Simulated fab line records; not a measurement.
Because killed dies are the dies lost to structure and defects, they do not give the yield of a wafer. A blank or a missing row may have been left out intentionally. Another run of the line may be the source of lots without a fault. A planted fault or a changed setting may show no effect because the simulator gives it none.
fab line records / flow n5_finfet
record: lots: 4 wafers: 12 last_day: 16
route steps=1938 shown BEOL_M9@1437
lots that met no fault: taken from a fault-free run of the same line
start_h: the number of hours between the record's first day and the start of the first shown wafer of the lot / wait_h: hours elapsed since this lot's preceding step / " identical to the entry in the row above / L1.1+2: one row covering several wafers at once / - either no value or no given start / * or withheld: withheld / < > ~ a bound
route shown NAME@n: names a module that has steps shown in the file, with the first one's number in the route / usual: the fault-free wafers' mean and standard deviation / same: alike in all rows / chamber/n: place in a boat / sites: each site's reading / _std_site: the values' standard deviation / _edge_site: outer sites' mean less inner sites' / radius_mm: how far each site lies from the wafer's centre / mask NAME#n: copy n / behind: tool/chamber where the wafer was last shaped / hold: the reason the lot was held/the length of the hold in hours/how it ended / device: which transistor (n, p or np) failed to switch / end of line: the tests these same wafers got at the end of their route / a step without rows: its recipe alone / killed: the dies lost at the first sort to structure and to defects; this is not the yield of the wafer / map: dies across one wafer; x = killed, . = not, _ = none there
set.NAME: the run value of the setting; set.NAME@STEP: its run value at that earlier step / model.NAME: the simulator's own value behind a step, which no gauge read
lots at selected steps of the route; one table per step, one row per wafer
services: from which hour (start_h, from the record's first day; less than 0 if before it) a tool's chamber was out of use, for how many hours, and why
== steps ==
step: N5_BEOL_M9_DESCUM_33
recipe: chemistry: O2 time_s: 7 source_power_w: 50 bias_power_w: 20 pressure_mtorr: 20 rf_frequency_hz: 2.712e+07 temp_c: 40 resist: CAR-EUV o2_flow_sccm: 225
step: N5_BEOL_M9_ETCH_76
recipe: chemistry: N2/H2 target: underlayer target_depth_a: 65 mask_material: CAR-EUV time_s: 5.2 ion_energy_ev: 200 pressure_mtorr: 30 source_w: 840 bias_w: 150 n2_flow_sccm: 200 h2_flow_sccm: 200 ends: cleared
step: N5_BEOL_M9_ETCH_65
recipe: chemistry: CF4 target: SiARC target_depth_a: 156 mask_material: CAR-EUV time_s: 26 ion_energy_ev: 80 pressure_mtorr: 40 source_w: 545 bias_w: 36 Ar_flow_sccm: 100 cf4_flow_sccm: 100 ends: cleared
step: N5_BEOL_M9_ETCH_66
recipe: chemistry: N2/H2 target: SOC target_depth_a: 800 overetch_a: 160 mask_material: SiARC temp_c: 40 time_s: 120 ion_energy_ev: 200 pressure_mtorr: 30 source_w: 840 bias_w: 150 n2_flow_sccm: 200 h2_flow_sccm: 200
step: N5_BEOL_M9_STRIP_69
recipe: chemistry: N2/H2 temp_c: 40 n2_flow_sccm: 200 h2_flow_sccm: 200 rf_frequency_hz: 6e+07
step: N5_BEOL_M9_STRIP_77
recipe: chemistry: N2/H2 temp_c: 40 n2_flow_sccm: 200 h2_flow_sccm: 200 rf_frequency_hz: 6e+07
step: N5_BEOL_M9_VIA_ETCH_34
recipe: chemistry: C4F6/O2 target: SiCOH_lowk target_depth_a: 1824 mask_material: SOC taper_deg: 4 time_s: 68.4 ion_energy_ev: 250 pressure_mtorr: 30 source_w: 345 bias_w: 185 Ar_flow_sccm: 300 C4F6_flow_sccm: 10 O2_flow_sccm: 10
step: N5_BEOL_M9_STRIP_73
recipe: chemistry: C4F6/O2 resist: SiARC rf_frequency_hz: 6e+07
step: N5_BEOL_M9_STRIP_36
recipe: chemistry: N2/H2 power_w: 450 temp_c: 40 pressure_mtorr: 20 rf_frequency_hz: 6e+07 overash_fraction: 0.3 bias_power_w: 7 h2_frac: 0.5 n2_flow_sccm: 200 h2_flow_sccm: 200
step: N5_BEOL_M9_TRENCH_ETCH_37
recipe: chemistry: C4F6/O2 target_depth_a: 1514.3 target: SiCOH_lowk time_s: 49 ion_energy_ev: 250 pressure_mtorr: 30 source_w: 345 bias_w: 185 Ar_flow_sccm: 300 C4F6_flow_sccm: 10 O2_flow_sccm: 10
usual: O2_flow_sccm: 10.01/0.031 bias_w: 185.0/0.57 drypump_motor_current_A: 5.6/0.52 oes_product_au: 0.79/0.085 rf_vpp_V: 663/7.6 showerhead_plenum_p_Torr: 2.80/0.087 throttle_valve_pct: 20.84/0.2
lot.wafer=L860.1 tool=rie_diel-02 chamber=1 start_h=271.44 wait_h=- O2_flow_sccm=9.97 bias_w=203.6 drypump_motor_current_A=6.0 oes_product_au=0.93 rf_hours_counter_h=28 rf_vpp_V=711 showerhead_plenum_p_Torr=2.80 throttle_valve_pct=20.90 model.etch.depth_nm=158.7 model.BEOL_M9.feature_depth_nm=158.6
lot.wafer=L860.2 tool=rie_diel-02 chamber=2 start_h=271.44 wait_h=- O2_flow_sccm=10.02 bias_w=185.8 drypump_motor_current_A=6.0 oes_product_au=0.89 rf_hours_counter_h=38 rf_vpp_V=661 showerhead_plenum_p_Torr=2.78 throttle_valve_pct=20.86 model.etch.depth_nm=154.3 model.BEOL_M9.feature_depth_nm=154.4
lot.wafer=L860.3 tool=rie_diel-02 chamber=0 start_h=271.44 wait_h=- O2_flow_sccm=10.00 bias_w=185.4 drypump_motor_current_A=5.9 oes_product_au=0.69 rf_hours_counter_h=246 rf_vpp_V=658 showerhead_plenum_p_Torr=2.81 throttle_valve_pct=21.07 model.etch.depth_nm=151.3 model.BEOL_M9.feature_depth_nm=151.4
lot.wafer=L862.3 tool=rie_diel-01 chamber=1 start_h=275.86 wait_h=- O2_flow_sccm=10.01 bias_w=185.2 drypump_motor_current_A=5.8 oes_product_au=0.72 rf_hours_counter_h=180 rf_vpp_V=653 showerhead_plenum_p_Torr=2.72 throttle_valve_pct=20.62 model.etch.depth_nm=148.6 model.BEOL_M9.feature_depth_nm=148.6
lot.wafer=L862.4 tool=rie_diel-01 chamber=0 start_h=275.86 wait_h=- O2_flow_sccm=10.05 bias_w=185.9 drypump_motor_current_A=5.7 oes_product_au=0.71 rf_hours_counter_h=180 rf_vpp_V=676 showerhead_plenum_p_Torr=2.96 throttle_valve_pct=21.20 model.etch.depth_nm=148.4 model.BEOL_M9.feature_depth_nm=148.4
lot.wafer=L862.5 tool=rie_diel-01 chamber=0 start_h=275.86 wait_h=- O2_flow_sccm=10.00 bias_w=185.7 drypump_motor_current_A=5.7 oes_product_au=0.72 rf_hours_counter_h=- rf_vpp_V=676 showerhead_plenum_p_Torr=2.96 throttle_valve_pct=21.18 model.etch.depth_nm=149.2 model.BEOL_M9.feature_depth_nm=149.2
lot.wafer=L863.4 tool=rie_diel-02 chamber=0 start_h=276.09 wait_h=- O2_flow_sccm=10.06 bias_w=185.1 drypump_motor_current_A=6.0 oes_product_au=0.69 rf_hours_counter_h=247 rf_vpp_V=659 showerhead_plenum_p_Torr=2.81 throttle_valve_pct=21.06 model.etch.depth_nm=152.1 model.BEOL_M9.feature_depth_nm=152.2
lot.wafer=L863.5 tool=rie_diel-02 chamber=2 start_h=276.09 wait_h=- O2_flow_sccm=10.05 bias_w=185.5 drypump_motor_current_A=6.0 oes_product_au=0.89 rf_hours_counter_h=- rf_vpp_V=661 showerhead_plenum_p_Torr=2.78 throttle_valve_pct=20.87 model.etch.depth_nm=153.6 model.BEOL_M9.feature_depth_nm=153.6
lot.wafer=L863.6 tool=rie_diel-02 chamber=1 start_h=276.09 wait_h=- O2_flow_sccm=10.03 bias_w=203.3 drypump_motor_current_A=6.0 oes_product_au=0.92 rf_hours_counter_h=- rf_vpp_V=710 showerhead_plenum_p_Torr=2.80 throttle_valve_pct=20.90 model.etch.depth_nm=159 model.BEOL_M9.feature_depth_nm=159
lot.wafer=L868.4 tool=rie_diel-02 chamber=0 start_h=330.81 wait_h=- O2_flow_sccm=9.97 bias_w=184.6 drypump_motor_current_A=5.9 oes_product_au=0.99 rf_hours_counter_h=- rf_vpp_V=658 showerhead_plenum_p_Torr=2.81 throttle_valve_pct=20.72 model.etch.depth_nm=156.9 model.BEOL_M9.feature_depth_nm=157
lot.wafer=L868.5 tool=rie_diel-02 chamber=1 start_h=330.81 wait_h=- O2_flow_sccm=10.00 bias_w=185.4 drypump_motor_current_A=6.1 oes_product_au=0.88 rf_hours_counter_h=- rf_vpp_V=657 showerhead_plenum_p_Torr=2.79 throttle_valve_pct=20.92 model.etch.depth_nm=153.8 model.BEOL_M9.feature_depth_nm=153.8
lot.wafer=L868.6 tool=rie_diel-02 chamber=2 start_h=330.81 wait_h=- O2_flow_sccm=9.98 bias_w=185.3 drypump_motor_current_A=6.0 oes_product_au=0.86 rf_hours_counter_h=- rf_vpp_V=659 showerhead_plenum_p_Torr=2.77 throttle_valve_pct=20.90 model.etch.depth_nm=153 model.BEOL_M9.feature_depth_nm=153
step: N5_BEOL_M9_ETCH_41
recipe: chemistry: CH3F/O2 target: SiCN target_depth_a: 366 taper_deg: 2 time_s: 70.1 ion_energy_ev: 120 mask_material: TiN pressure_mtorr: 30 source_w: 395 bias_w: 75 Ar_flow_sccm: 150 CH3F_flow_sccm: 30 O2_flow_sccm: 20
step: N5_BEOL_M9_STRIP_80
recipe: chemistry: N2/H2 time_s: 10 power_w: 450 temp_c: 40 pressure_mtorr: 20 rf_frequency_hz: 6e+07 bias_power_w: 7 n2_flow_sccm: 200 h2_flow_sccm: 200
step: N5_BEOL_M9_OCD_MEAS_38
usual: trench_depth_nm: 151.4/2.1
lot.wafer=L860.1 tool=ocd-01 chamber=- start_h=271.61 wait_h=- trench_depth_nm=158.7
lot.wafer=L860.2 tool=ocd-01 chamber=- start_h=271.61 wait_h=- trench_depth_nm=154.4
lot.wafer=L860.3 tool=ocd-01 chamber=- start_h=271.61 wait_h=- trench_depth_nm=151.7
lot.wafer=L862.3 tool=ocd-01 chamber=- start_h=276.03 wait_h=- trench_depth_nm=148.6
lot.wafer=L862.4 tool=ocd-01 chamber=- start_h=276.03 wait_h=- trench_depth_nm=148.3
lot.wafer=L862.5 tool=ocd-01 chamber=- start_h=276.03 wait_h=- trench_depth_nm=149.0
lot.wafer=L863.4 tool=ocd-01 chamber=- start_h=276.27 wait_h=- trench_depth_nm=152.1
lot.wafer=L863.5 tool=ocd-01 chamber=- start_h=276.27 wait_h=- trench_depth_nm=153.5
lot.wafer=L863.6 tool=ocd-01 chamber=- start_h=276.27 wait_h=- trench_depth_nm=159.0
lot.wafer=L868.4 tool=ocd-01 chamber=- start_h=330.97 wait_h=- trench_depth_nm=156.6
lot.wafer=L868.5 tool=ocd-01 chamber=- start_h=330.97 wait_h=- trench_depth_nm=153.5
lot.wafer=L868.6 tool=ocd-01 chamber=- start_h=330.97 wait_h=- trench_depth_nm=153.9
step: N5_BEOL_M9_HM_STRIP_39
recipe: chemistry: peroxide_tin_strip material: TiN target_depth_a: 250 temp_c: 50 time_s: 158
step: N5_BEOL_M9_SRD_40
recipe: time_s: 30 temp_c: 23 rinse_liquid: diw dry: ipa_marangoni
step: N5_BEOL_M9_PRECLEAN_42
recipe: chemistry: residue_remover time_s: 60 temp_c: 40
step: N5_BEOL_M9_SRD_43
recipe: time_s: 30 temp_c: 23 rinse_liquid: diw dry: ipa_marangoni
step: N5_BEOL_M9_CURE_72
recipe: temp_c: 370 time_s: 120 ambient: DMADMS/He material: SiCOH_lowk
step: N5_BEOL_M9_DEGAS_44
recipe: ambient: vacuum temp_c: 250 time_s: 60
step: N5_BEOL_M9_PRE_CLEAN_45
recipe: gas: H2/He time_s: 30 temp_c: 250
step: N5_BEOL_M9_ALD_74
recipe: material: TaN target_thk_a: 20 temp_c: 275 ald_precursor_family: PDMAT ald_co_reactant: NH3 pressure_torr: 3 carrier_flow_sccm: 1500 pulse_time_s: 2 purge_time_s: 3 co_reactant_purge_time_s: 2 co_reactant_pulse_time_s: 3 ald_cycles: 40 precursor_vessel_temp_c: 75 precursor_vessel_pressure_torr: 26.25 precursor_vessel_carrier_sccm: 1000
step: N5_BEOL_M9_SURFACE_TREAT_79
recipe: gas: Ar time_s: * ion_energy_ev: * ion_current_ma_cm2: 0.5 pressure_mtorr: * ar_flow_sccm: 30
step: N5_BEOL_M9_CVD_78
recipe: material: Co target_thk_a: 20 temp_c: withheld precursor: CCTBA/H2 pressure_torr: 30 time_s: 138.9
step: N5_BEOL_M9_SPUTTER_48
recipe: material: Cu target_thk_a: 120 temp_c: -20 bias_v: 60 power_w: 26000 chamber_pressure_pa: 0.13 time_s: 2
step: N5_BEOL_M9_ECD_50
recipe: material: Cu target_thk_a: 3180
step: N5_BEOL_M9_ANNEAL_51
recipe: temp_c: 225 time_s: 90 ambient: N2
step: N5_BEOL_M9_CMP_52
recipe: stop_on: SiCOH_lowk t_overpolish_s: 7 down_force_psi: 1 platen_rpm: 50 clearing_platen_down_force_psi: 1.5 clearing_platen_rpm: 50 post_cmp_clean: cu_alkaline target_thk_nm: 140 clearing_platen_pad_velocity_m_s: 0.99484 pad_velocity_m_s: 0.99484
usual: barrier_field_endpoint_s: 28.6/0.63 motor_current_A: 6.1/0.55 overpolish_run_s: 7.001/0.0087 time_to_endpoint_s: 64.4/3
lot.wafer=L860.1 tool=cmp-03 chamber=2 start_h=273.65 wait_h=0.3 barrier_field_endpoint_s=29.0 motor_current_A=6.0 overpolish_run_s=7.007 time_to_endpoint_s=63.4 model.Cu_of_BEOL_M9_ECD_50.thk_nm=146.2
lot.wafer=L860.3 tool=cmp-03 chamber=0 start_h=273.65 wait_h=0.3 barrier_field_endpoint_s=29.4 motor_current_A=6.4 overpolish_run_s=6.989 time_to_endpoint_s=64.2 model.Cu_of_BEOL_M9_ECD_50.thk_nm=141
lot.wafer=L860.2 tool=cmp-03 chamber=1 start_h=273.65 wait_h=0.3 barrier_field_endpoint_s=30.0 motor_current_A=6.6 overpolish_run_s=7.004 time_to_endpoint_s=66.9 model.Cu_of_BEOL_M9_ECD_50.thk_nm=144
lot.wafer=L863.4 tool=cmp-03 chamber=0 start_h=278.33 wait_h=0.2 barrier_field_endpoint_s=29.4 motor_current_A=5.7 overpolish_run_s=6.998 time_to_endpoint_s=64.0 model.Cu_of_BEOL_M9_ECD_50.thk_nm=140.6
lot.wafer=L863.6 tool=cmp-03 chamber=1 start_h=278.33 wait_h=0.2 barrier_field_endpoint_s=29.8 motor_current_A=6.1 overpolish_run_s=6.995 time_to_endpoint_s=65.2 model.Cu_of_BEOL_M9_ECD_50.thk_nm=146.6
lot.wafer=L863.5 tool=cmp-03 chamber=2 start_h=278.33 wait_h=0.2 barrier_field_endpoint_s=29.2 motor_current_A=5.9 overpolish_run_s=7.016 time_to_endpoint_s=67.8 model.Cu_of_BEOL_M9_ECD_50.thk_nm=141.8
lot.wafer=L862.4 tool=cmp-02 chamber=1 start_h=278.55 wait_h=0.2 barrier_field_endpoint_s=28.3 motor_current_A=6.0 overpolish_run_s=7.011 time_to_endpoint_s=64.0 model.Cu_of_BEOL_M9_ECD_50.thk_nm=135.4
lot.wafer=L862.3 tool=cmp-02 chamber=2 start_h=278.55 wait_h=0.2 barrier_field_endpoint_s=28.5 motor_current_A=6.1 overpolish_run_s=6.987 time_to_endpoint_s=60.8 model.Cu_of_BEOL_M9_ECD_50.thk_nm=136.8
lot.wafer=L862.5 tool=cmp-02 chamber=0 start_h=278.55 wait_h=0.2 barrier_field_endpoint_s=28.1 motor_current_A=4.9 overpolish_run_s=6.998 time_to_endpoint_s=64.9 model.Cu_of_BEOL_M9_ECD_50.thk_nm=136.8
lot.wafer=L868.4 tool=cmp-04 chamber=1 start_h=333.28 wait_h=0.1 barrier_field_endpoint_s=28.7 motor_current_A=6.3 overpolish_run_s=7.004 time_to_endpoint_s=63.7 model.Cu_of_BEOL_M9_ECD_50.thk_nm=144
lot.wafer=L868.6 tool=cmp-04 chamber=1 start_h=333.28 wait_h=0.1 barrier_field_endpoint_s=28.7 motor_current_A=6.2 overpolish_run_s=7.002 time_to_endpoint_s=66.7 model.Cu_of_BEOL_M9_ECD_50.thk_nm=140
lot.wafer=L868.5 tool=cmp-04 chamber=2 start_h=333.28 wait_h=0.1 barrier_field_endpoint_s=28.2 motor_current_A=5.9 overpolish_run_s=7.007 time_to_endpoint_s=63.6 model.Cu_of_BEOL_M9_ECD_50.thk_nm=140.4
step: N5_BEOL_M9_PRE_CLEAN_55
recipe: gas: NH3 time_s: 15 temp_c: withheld rf_power_w: 300
step: N5_BEOL_M9_DEP_56
recipe: material: SiCN target_thk_a: 150 temp_c: withheld precursor: 3MS/NH3 pressure_torr: 3 rf_w: 202 time_s: 26.5
step: N5_BEOL_M9_RS_MEAS_57
recipe: thk_meas_gauge: four-point-probe reads: Cu_of_BEOL_M9_ECD_50+Co_of_BEOL_M9_CVD_78+TaN_of_BEOL_M9_ALD_74
usual: M9_RS: 0.1511/0.0027
lot.wafer=L860.1 tool=film_metro-02 chamber=- start_h=274.08 wait_h=0.1 M9_RS[ohm/sq]=0.1435
lot.wafer=L860.2 tool=film_metro-02 chamber=- start_h=274.08 wait_h=0.1 M9_RS[ohm/sq]=0.1459
lot.wafer=L860.3 tool=film_metro-02 chamber=- start_h=274.08 wait_h=0.1 M9_RS[ohm/sq]=0.1499
lot.wafer=L863.4 tool=film_metro-02 chamber=- start_h=278.65 wait_h=0.0 M9_RS[ohm/sq]=0.1502
lot.wafer=L863.5 tool=film_metro-02 chamber=- start_h=278.65 wait_h=0.0 M9_RS[ohm/sq]=0.1481
lot.wafer=L863.6 tool=film_metro-02 chamber=- start_h=278.65 wait_h=0.0 M9_RS[ohm/sq]=0.1435
lot.wafer=L862.3 tool=film_metro-02 chamber=- start_h=278.91 wait_h=0.1 M9_RS[ohm/sq]=0.1546
lot.wafer=L862.4 tool=film_metro-02 chamber=- start_h=278.91 wait_h=0.1 M9_RS[ohm/sq]=0.1562
lot.wafer=L862.5 tool=film_metro-02 chamber=- start_h=278.91 wait_h=0.1 M9_RS[ohm/sq]=0.1544
lot.wafer=L868.4 tool=film_metro-02 chamber=- start_h=333.71 wait_h=0.0 M9_RS[ohm/sq]=0.1463
lot.wafer=L868.5 tool=film_metro-02 chamber=- start_h=333.71 wait_h=0.0 M9_RS[ohm/sq]=0.1501
lot.wafer=L868.6 tool=film_metro-02 chamber=- start_h=333.71 wait_h=0.0 M9_RS[ohm/sq]=0.1507
== services ==
tool=cmp-02 chamber=- start_h=253.86 hours=1.7 kind=repair
tool=cmp-02 chamber=- start_h=263.48 hours=4.0 kind=pm
tool=cmp-02 chamber=- start_h=267.48 hours=- kind=consumable_replace:conditioner
tool=cmp-02 chamber=- start_h=267.48 hours=- kind=consumable_replace:pad
tool=rie_diel-02 chamber=- start_h=279.98 hours=0.2 kind=repair
tool=cmp-02 chamber=- start_h=282.39 hours=0.8 kind=repair
tool=rie_diel-02 chamber=0 start_h=283.46 hours=- kind=clean
tool=rie_diel-02 chamber=0 start_h=283.46 hours=- kind=consumable_replace:focus_ring
tool=rie_diel-02 chamber=0 start_h=283.46 hours=27.3 kind=scheduled_down
tool=rie_diel-02 chamber=0 start_h=283.46 hours=27.3 kind=vent_cycle
tool=cmp-03 chamber=- start_h=288.57 hours=3.1 kind=pm
tool=cmp-04 chamber=- start_h=299.89 hours=2.2 kind=repair
tool=rie_diel-02 chamber=0 start_h=316.35 hours=5.3 kind=repair
tool=rie_diel-02 chamber=3 start_h=326.91 hours=- kind=clean
tool=rie_diel-02 chamber=3 start_h=326.91 hours=- kind=consumable_replace:focus_ring
tool=rie_diel-02 chamber=3 start_h=326.91 hours=21.4 kind=scheduled_down
tool=rie_diel-02 chamber=3 start_h=326.91 hours=21.4 kind=vent_cycle
== key ==
first_sign: step: N5_BEOL_M9_TRENCH_ETCH_37 reading: bias_w direction: up sigmas: 32 usual: * struck: *
effect: step: N5_BEOL_M9_TRENCH_ETCH_37 reading: rf_vpp_V direction: up sigmas: 6.2 usual: 663 struck: 710
effect: step: N5_BEOL_M9_OCD_MEAS_38 reading: trench_depth_nm direction: up sigmas: 3.6 usual: 151.4 struck: 158.8
effect: step: N5_BEOL_M9_RS_MEAS_57 reading: M9_RS direction: down sigmas: 2.8 usual: 0.1511 struck: 0.1435
model_effect: step: N5_BEOL_M9_TRENCH_ETCH_37 value: etch.depth_nm without: 153.9 struck: 158.8
model_effect: step: N5_BEOL_M9_CMP_52 value: Cu_of_BEOL_M9_ECD_50.thk_nm without: 141.4 struck: 146.4
met_at N5_BEOL_M9_TRENCH_ETCH_37
struck_wafers L860.1,L863.6
fault: kind: process_parameter_drift tool: rie_diel-02 chamber: 1 onset_h: 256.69 steps: N5_BEOL_M9_TRENCH_ETCH_37 channel: bias_w offset: * shape: step end_h: 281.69 acts_in: * stated: *
